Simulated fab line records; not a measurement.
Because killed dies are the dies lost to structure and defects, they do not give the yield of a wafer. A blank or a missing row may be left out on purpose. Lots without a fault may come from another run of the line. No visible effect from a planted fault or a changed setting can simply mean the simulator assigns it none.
fab line records	flow n5Finfet
record: lots: 5	wafers: 15	lastDay: 20
route steps=1938 shown BEOL_M15@1778 PASSIVATION@1936
lots untouched by any fault: they come from a run of this same line in which no faults occurred
startH: hours from the record's opening day to when the first of the lot's shown wafers began	waitH: how many hours have passed since the lot's step before this one	" the same as in the row above	L1.1+2: a row that stands for several wafers	- no value present, or no start provided	* or withheld: withheld	< > ~ a bound
route shown NAME@n: a module of which the file shows steps, and the number in the route of the first	usual: the fault-free wafers' mean and standard deviation	same: alike in all rows	chamber/n: place in a boat	sites: readings site by site	_std_site: standard deviation of those values	_edge_site: inner sites' mean taken away from outer sites' mean	radiusMm: how far each site lies from the wafer's centre	mask NAME#n: copy n	behind: the tool/chamber that last shaped the wafer	hold: why the lot went on hold/how many hours it stayed there/how the hold came to an end	device: the n, p or np transistor that did not switch	end of line: at the end of the route, the tests of the same wafers	where a step has no rows: the recipe by itself	killed: at the first sort, the dies lost to defects and structure; wafer yield is something else	map: dies across one wafer; x = killed, . = not, _ = none there
set.NAME: setting as actually run; set.NAME@STEP: the setting as run at that earlier step	model.NAME: the simulator's own value behind a step, which no gauge read
lots at selected steps of the route; one table per step, one row per wafer
services: the hour from which a tool's chamber was out of use, counted from the record's first day as startH (under 0 if before that day), plus the number of hours and why
== steps ==
step: N5_BEOL_M15_SOFTBAKE_05
recipe: tempC: 130	timeS: 60
step: N5_BEOL_M15_EXPOSE_07
recipe: maskId: V14	na: 0.8	sourceShape: annular	sigmaInner: 0.5	sigmaOuter: 0.8	polarization: unpolarized	attpsmPhaseDeg: 180	doseMj: 41.25
step: N5_BEOL_M15_PEB_08
recipe: pebTempC: 130	pebTimeS: 90
step: N5_BEOL_M15_DEVELOP_09
recipe: developTimeS: 45	rinseLiquid: diw	dry: airSpin	devTempC: 21
step: N5_BEOL_M15_HARDBAKE_14
recipe: tempC: 130	timeS: 120
step: N5_BEOL_M15_CD_MEAS_10
recipe: targetCdNm: 360	landingEnergyEv: 500	detector: seInlens	polarity: opening
usual: cdNm: 360.4/1.3
lot.wafer	tool	chamber	startH	waitH	cdNm
L587.1	cdSem-03	0	326.17	-	358.9
L587.2	"	0	"	"	358.0
L587.4	"	0	"	"	358.3
L592.3	cdSem-02	0	347.44	-	360.5
L592.5	"	0	"	"	359.4
L592.6	"	0	"	"	359.7
L593.1	cdSem-02	0	366.11	-	360.1
L593.4	"	0	"	"	361.1
L593.5	"	0	"	"	358.8
L598.2	cdSem-02	0	415.94	-	358.6
L598.3	"	0	"	"	360.3
L598.6	"	0	"	"	360.8
L602.2	cdSem-01	0	460.71	-	361.6
L602.3	"	0	"	"	359.5
L602.6	"	0	"	"	361.2
step: N5_BEOL_M15_OVL_MEAS_11
recipe: pointsPerWafer: 44
usual: V14_OVL: 2/6.6
lot.wafer	tool	chamber	startH	waitH	V14_OVL[nm]
L587.1	overlay-01	0	326.20	0.0	3
L587.2	"	0	"	"	8
L587.4	"	0	"	"	6
L592.3	overlay-01	0	347.46	0.0	-5
L592.5	"	0	"	"	-4
L592.6	"	0	"	"	1
L593.1	overlay-02	0	366.14	0.0	11
L593.4	"	0	"	"	5
L593.5	"	0	"	"	7
L598.2	overlay-02	0	415.97	0.0	-3
L598.3	"	0	"	"	1
L598.6	"	0	"	"	3
L602.2	overlay-02	0	460.73	0.0	0
L602.3	"	0	"	"	0
L602.6	"	0	"	"	8
step: N5_BEOL_M15_INSPECT_12
recipe: mode: adi	inspectInstrument: macro
usual: rawDefectCount: 2.2/1.4
lot.wafer	tool	chamber	startH	waitH	rawDefectCount
L587.1	defectInspect-01	-	326.23	0.0	2
L587.2	"	-	"	"	4
L587.4	"	-	"	"	1
L592.3	defectInspect-02	-	347.49	0.0	3
L592.5	"	-	"	"	2
L592.6	"	-	"	"	3
L593.1	defectInspect-01	-	366.16	0.0	0
L593.4	"	-	"	"	2
L593.5	"	-	"	"	0
L598.2	defectInspect-02	-	415.99	0.0	0
L598.3	"	-	"	"	1
L598.6	"	-	"	"	3
L602.2	defectInspect-01	-	460.76	0.0	1
L602.3	"	-	"	"	1
L602.6	"	-	"	"	1
step: N5_BEOL_M15_DESCUM_15
recipe: chemistry: O2	timeS: 7.9	sourcePowerW: 50	biasPowerW: 20	pressureMtorr: 20	rfFrequencyHz: 2.712e+07	tempC: 40	o2FlowSccm: 225
usual: chamberPressureMTorr: 19.998/0.021	drypumpMotorCurrentA: 5.8/0.44	o2FlowSccm: 225.1/0.71	oesProductAu: 0.78/0.087	rfVppV: 242.9/1.4	showerheadPlenumPTorr: 2.08/0.068	throttleValvePct: 20.52/0.2
lot.wafer	tool	chamber	startH	waitH	chamberPressureMTorr	drypumpMotorCurrentA	o2FlowSccm	oesProductAu	rfHoursCounterH	rfVppV	showerheadPlenumPTorr	throttleValvePct
L587.1	rieDiel-02	3	326.38	0.1	20.007	5.9	225.0	0.70	217	242.3	1.99	20.46
L587.2	"	1	"	"	19.954	5.6	224.7	0.72	198	240.4	1.99	20.76
L587.4	"	0	"	"	19.991	4.8	225.5	0.91	-	245.4	2.14	20.45
L592.3	rieDiel-05	2	347.60	0.1	19.979	6.2	225.5	0.87	58	241.8	2.03	20.44
L592.5	"	2	"	"	19.980	6.2	225.2	0.85	-	242.4	2.03	20.44
L592.6	"	3	"	"	20.009	6.4	225.1	0.72	-	243.4	2.07	20.76
L593.1	rieDiel-03	1	366.19	0.0	19.999	5.8	224.6	0.70	223	243.5	2.06	20.78
L593.4	"	0	"	"	19.988	6.0	225.1	0.76	-	245.4	2.17	20.46
L593.5	"	3	"	"	19.994	5.5	224.6	0.68	-	243.9	2.16	20.66
L598.2	rieDiel-03	0	416.03	0.0	19.987	5.9	225.9	0.75	157	244.8	2.17	20.47
L598.3	"	1	"	"	20.006	5.7	225.3	0.69	236	242.5	2.06	20.79
L598.6	"	1	"	"	19.956	5.7	225.8	0.69	-	243.1	2.06	20.81
L602.2	rieDiel-05	1	460.79	0.0	20.015	5.3	225.0	0.79	126	242.7	2.11	20.32
L602.3	"	3	"	"	20.010	6.4	226.0	0.70	234	240.9	2.06	20.81
L602.6	"	0	"	"	19.979	5.8	225.6	0.89	-	240.8	2.05	20.07
step: N5_BEOL_M15_ETCH_59
recipe: chemistry: N2/H2	target: BARC	targetDepthA: 890	overetchA: 267	timeS: 67.9	ionEnergyEv: 200	pressureMtorr: 30	sourceW: 840	biasW: 150	n2FlowSccm: 200	h2FlowSccm: 200
usual: chamberPressureMTorr: 30.00/0.032	drypumpMotorCurrentA: 5.8/0.44	oesProductAu: 0.66/0.07	rfVppV: 523.4/2.4	showerheadPlenumPTorr: 2.52/0.085	throttleValvePct: 17.99/0.23
lot.wafer	tool	chamber	startH	waitH	chamberPressureMTorr	drypumpMotorCurrentA	oesProductAu	rfHoursCounterH	rfVppV	showerheadPlenumPTorr	throttleValvePct
L587.1	rieDiel-02	3	326.41	0.0	29.98	5.9	0.60	217	520.0	2.42	18.00
L587.2	"	1	"	"	29.99	5.6	0.61	198	520.4	2.42	18.22
L587.4	"	0	"	"	29.99	4.8	0.77	-	525.9	2.59	17.83
L592.3	rieDiel-05	2	347.64	0.0	29.97	6.2	0.73	58	521.4	2.48	17.81
L592.5	"	2	"	"	29.97	6.2	0.74	-	522.1	2.48	17.83
L592.6	"	3	"	"	30.02	6.4	0.62	-	522.8	2.51	18.25
L593.1	rieDiel-03	1	366.23	0.0	29.99	5.8	0.60	223	523.0	2.51	18.39
L593.4	"	0	"	"	30.00	5.9	0.65	-	524.8	2.66	18.11
L593.5	"	3	"	"	29.98	5.4	0.58	-	525.4	2.62	18.08
L598.2	rieDiel-03	0	416.06	0.0	30.01	5.9	0.65	157	526.7	2.65	18.14
L598.3	"	1	"	"	29.95	5.7	0.59	236	523.5	2.51	18.41
L598.6	"	1	"	"	30.02	5.7	0.59	-	522.7	2.51	18.43
L602.2	rieDiel-05	1	460.83	0.0	29.97	5.4	0.67	126	525.6	2.56	17.79
L602.3	"	3	"	"	30.03	6.3	0.60	234	522.9	2.50	18.31
L602.6	"	0	"	"	29.99	5.8	0.76	-	523.2	2.48	17.49
step: N5_BEOL_M15_VIA_ETCH_16
recipe: chemistry: C4F8/O2/Ar	target: SiO2	heInnerTorr: 15	heOuterTorr: 30	targetDepthA: 17922	timeS: withheld	ionEnergyEv: 800	pressureMtorr: 20	sourceW: 1905	biasW: 2040	Ar_flow_sccm: 400	C4F8_flow_sccm: 16	O2_flow_sccm: 12	ends: cleared
usual: chamberPressureMTorr: 19.999/0.02	drypumpMotorCurrentA: 5.8/0.44	oesProductAu: 0.70/0.079	rfVppV: 2219/17	showerheadPlenumPTorr: 3.41/0.11	throttleValvePct: 30.98/0.21
lot.wafer	tool	chamber	startH	waitH	chamberPressureMTorr	drypumpMotorCurrentA	oesProductAu	rfVppV	showerheadPlenumPTorr	throttleValvePct
L587.1	rieDiel-02	3	326.46	0.0	19.995	5.9	0.63	2181	3.27	30.80
L587.2	"	1	"	"	19.951	5.6	0.65	2198	3.28	31.12
L587.4	"	0	"	"	20.045	4.8	0.83	2219	3.49	30.84
L592.3	rieDiel-05	2	347.69	0.0	19.992	6.2	0.79	2222	3.35	30.93
L592.5	"	2	"	"	20.016	6.2	0.78	2225	3.35	30.94
L592.6	"	3	"	"	19.983	6.3	0.65	2235	3.41	31.22
L593.1	rieDiel-03	1	366.28	0.0	20.027	5.8	0.63	2204	3.41	31.39
L593.4	"	0	"	"	19.999	5.9	0.69	2230	3.57	30.95
L593.5	"	3	"	"	20.015	5.5	0.61	2234	3.54	31.09
L598.2	rieDiel-03	0	416.11	0.0	20.024	5.9	0.68	2227	3.56	30.98
L598.3	"	1	"	"	20.003	5.8	0.61	2203	3.41	31.41
L598.6	"	1	"	"	19.999	5.8	0.61	2201	3.41	31.41
L602.2	rieDiel-05	1	460.88	0.0	20.001	5.4	0.72	2233	3.46	30.83
L602.3	"	3	"	"	19.997	6.4	0.63	2234	3.39	31.28
L602.6	"	0	"	"	20.017	5.8	0.81	2212	3.37	30.57
step: N5_BEOL_M15_STRIP_63
recipe: chemistry: O2	powerW: 600	tempC: 60	pressureMtorr: 30	rfFrequencyHz: 6e+07	biasPowerW: 0	overashFraction: 0.3	o2FlowSccm: 225
usual: chamberPressureMTorr: 30.00/0.051	drypumpMotorCurrentA: 5.8/0.44	o2FlowSccm: 225.1/0.73	oesProductAu: 0.78/0.087	rfVppV: 3.7/0.82	showerheadPlenumPTorr: 2.08/0.068	throttleValvePct: 16.77/0.22
lot.wafer	tool	chamber	startH	waitH	chamberPressureMTorr	drypumpMotorCurrentA	o2FlowSccm	oesProductAu	rfHoursCounterH	rfVppV	showerheadPlenumPTorr	throttleValvePct
L587.1	rieDiel-02	3	-	-	29.96	5.9	225.6	0.69	217	3.9	2.00	16.72
L587.2	"	1	"	"	30.01	5.6	223.6	0.73	199	3.2	2.00	16.98
L587.4	"	0	"	"	30.03	4.8	225.8	0.91	-	4.5	2.14	16.61
L592.3	rieDiel-05	2	-	-	30.00	6.2	224.3	0.86	58	4.7	2.04	16.67
L592.5	"	2	"	"	29.97	6.2	224.3	0.86	-	3.8	2.04	16.67
L592.6	"	3	"	"	29.98	6.4	225.8	0.72	-	4.0	2.07	17.03
L593.1	rieDiel-03	1	-	-	30.06	5.7	224.8	0.70	223	4.0	2.07	17.05
L593.4	"	0	"	"	29.95	5.9	224.6	0.75	-	4.6	2.17	16.73
L593.5	"	3	"	"	30.10	5.4	224.5	0.67	-	3.7	2.16	16.93
L598.2	rieDiel-03	0	-	-	30.08	5.9	225.9	0.76	157	2.1	2.17	16.73
L598.3	"	1	"	"	30.02	5.7	226.4	0.68	236	3.5	2.06	17.07
L598.6	"	1	"	"	30.01	5.7	225.9	0.69	-	4.8	2.06	17.05
L602.2	rieDiel-05	1	-	-	30.06	5.4	224.9	0.80	126	3.1	2.11	16.58
L602.3	"	3	"	"	29.94	6.4	225.0	0.71	234	3.6	2.06	17.07
L602.6	"	0	"	"	29.96	5.8	225.8	0.90	-	4.0	2.06	16.28
step: N5_BEOL_M15_STRIP_64
recipe: chemistry: O2	powerW: 600	tempC: 60	pressureMtorr: 30	rfFrequencyHz: 6e+07	biasPowerW: 0	overashFraction: 0.3	o2FlowSccm: 225
usual: chamberPressureMTorr: 30.000/0.027	drypumpMotorCurrentA: 5.8/0.44	o2FlowSccm: 225.0/0.69	oesProductAu: 0.78/0.087	rfVppV: 3.7/0.51	showerheadPlenumPTorr: 2.08/0.068	throttleValvePct: 16.77/0.22
lot.wafer	tool	chamber	startH	waitH	chamberPressureMTorr	drypumpMotorCurrentA	o2FlowSccm	oesProductAu	rfHoursCounterH	rfVppV	showerheadPlenumPTorr	throttleValvePct
L587.1	rieDiel-02	3	326	-	29.987	5.9	225.3	0.71	217	2.9	2.00	16.72
L587.2	"	1	"	"	29.997	5.6	225.5	0.73	199	3.6	2.00	16.99
L587.4	"	0	"	"	30.039	4.8	225.1	0.91	-	3.5	2.14	16.64
L592.3	rieDiel-05	2	347	-	21.006	6.2	224.7	0.85	58	3.9	2.04	16.66
L592.5	"	2	"	"	21.014	6.2	224.8	0.86	-	4.2	2.04	16.65
L592.6	"	3	"	"	29.993	6.4	224.1	0.72	-	4.4	2.07	17.02
L593.1	rieDiel-03	1	366	-	30.000	5.7	224.9	0.70	223	3.9	2.07	17.04
L593.4	"	0	"	"	30.005	6.0	225.5	0.76	-	3.5	2.17	16.72
L593.5	"	3	"	"	30.002	5.5	226.2	0.68	-	3.9	2.16	16.94
L598.2	rieDiel-03	0	416	-	29.979	5.9	225.1	0.75	157	4.2	2.17	16.75
L598.3	"	1	"	"	30.005	5.7	224.7	0.69	236	3.8	2.06	17.07
L598.6	"	1	"	"	29.997	5.7	224.8	0.68	-	3.1	2.06	17.06
L602.2	rieDiel-05	1	461	-	30.031	5.3	224.8	0.79	126	4.5	2.11	16.56
L602.3	"	3	"	"	30.033	6.4	224.6	0.70	234	3.5	2.06	17.10
L602.6	"	0	"	"	30.028	5.8	224.6	0.90	-	4.0	2.06	16.28
step: N5_BEOL_M15_STRIP_65
recipe: chemistry: postEtchResidueRemover	timeS: 60	tempC: 25	removerPh: withheld	removerWaterWtPct: withheld	removerFluorideWtPct: withheld
step: N5_PASSIVATION_PROBE_49
usual: defectLimitedYield: 91.2/1.3	killed_at_M0_to_M3: 34/9.2	killed_at_M4_up: 14/5	killedAtContacts: 13/6.7	killedAtFrontEnd: 39/12	killedAtOther: 4/3.3	killedDies: 104/15	killedOpen: 68/12	killedShort: 34/7.5	sort_bin_5_function: 5.2/0.87	sort_bin_6_memory: 3.3/0.63	sortNPass: 1076/15	sortYieldPct: 91.2/1.3
same: grossDies: 1180	killedAtBackSide: 0	sort_bin_4_leakage[%]: 0	sort_bin_8_speed[%]: 0
lot.wafer	tool	chamber	startH	waitH	defectLimitedYield[%]	killed_at_M0_to_M3	killed_at_M4_up	killedAtContacts	killedAtFrontEnd	killedAtOther	killedDies	killedOpen	killedShort	sort_bin_5_function[%]	sort_bin_6_memory[%]	sortNPass	sortYieldPct[%]
L587.1	prober-01	-	350.12	0.0	90.9	35	23	12	36	1	107	75	27	5.8	3.2	1073	90.9
L587.2	prober-01	-	350.17	0.1	91.9	37	6	16	35	2	96	63	31	4.7	2.9	1084	91.9
L587.4	prober-01	-	350.27	0.2	92.1	42	11	5	34	1	93	59	29	4.8	2.8	1087	92.1
killed by level:class
L587.1 MOL_CONTACT_COAG:geometricParticle:open=12 BEOL_M2:geometricParticle:open=10 FIN_SAQP:geometricParticle:open=9 BEOL_M4:geometricParticle:open=9 FIN_SAQP:geometricParticle:short=8 BEOL_M1:geometricParticle:open=6 BEOL_M3:geometricParticle:open=6 BEOL_M3:geometricParticle:short=4
L587.2 MOL_CONTACT_COAG:geometricParticle:open=12 BEOL_M2:geometricParticle:open=9 BEOL_M0_SAQP:geometricParticle:open=9 BEOL_M1:geometricParticle:open=7 DUMMY_GATE:geometricParticle:open=6 GATE_CUT:geometricParticle:short=6 FIN_SAQP:geometricParticle:short=5 BEOL_M4:geometricParticle:open=4
L587.4 BEOL_M2:geometricParticle:open=9 BEOL_M0_SAQP:geometricParticle:open=8 BEOL_M0_SAQP:geometricParticle:short=7 STI_FIN_REVEAL:geometricParticle:open=6 MOL_CONTACT_COAG:geometricParticle:open=5 FIN_SAQP:geometricParticle:open=4 ILD0:geometricParticle:short=4 BEOL_M0:geometricParticle:open=4
== services ==
tool	chamber	startH	hours	kind
rieDiel-03	1	312.30	15.5	repair
rieDiel-05	3	315.21	3.1	repair
rieDiel-05	0	321.37	-	clean
rieDiel-05	0	321.37	-	consumableReplace:focusRing
rieDiel-05	0	321.37	26.0	scheduledDown
rieDiel-05	0	321.37	26.0	ventCycle
rieDiel-02	2	322.19	4.5	repair
rieDiel-03	-	327.21	28.1	pm
rieDiel-05	-	329.22	0.3	repair
rieDiel-02	-	332.96	1.8	repair
rieDiel-02	0	350.85	2.9	repair
rieDiel-03	2	358.60	-	clean
rieDiel-03	2	358.60	-	consumableReplace:focusRing
rieDiel-03	2	358.60	-	consumableReplace:showerhead
rieDiel-03	2	358.60	21.6	scheduledDown
rieDiel-03	2	358.60	21.6	ventCycle
rieDiel-02	-	368.45	4.3	pm
rieDiel-03	-	374.24	1.1	repair
rieDiel-05	3	381.29	7.0	repair
rieDiel-03	-	408.89	2.8	pm
rieDiel-02	-	412.46	0.3	repair
rieDiel-02	3	414.83	-	clean
rieDiel-05	2	431.49	8.2	repair
rieDiel-05	0	434.83	5.0	repair
== key ==
firstSign: step: N5_BEOL_M15_STRIP_64	reading: chamberPressureMTorr	direction: down	sigmas: 99+	usual: *	struck: *
effect none on later readings
metAt N5_BEOL_M15_STRIP_64
struckWafers L592.3,L592.5
fault: kind: processParameterDrift	tool: rieDiel-05	chamber: 2	onsetH: 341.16	steps: N5_BEOL_M15_STRIP_64	channel: pressureMtorr	offset: *	shape: step	endH: 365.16	actsIn: *	stated: *
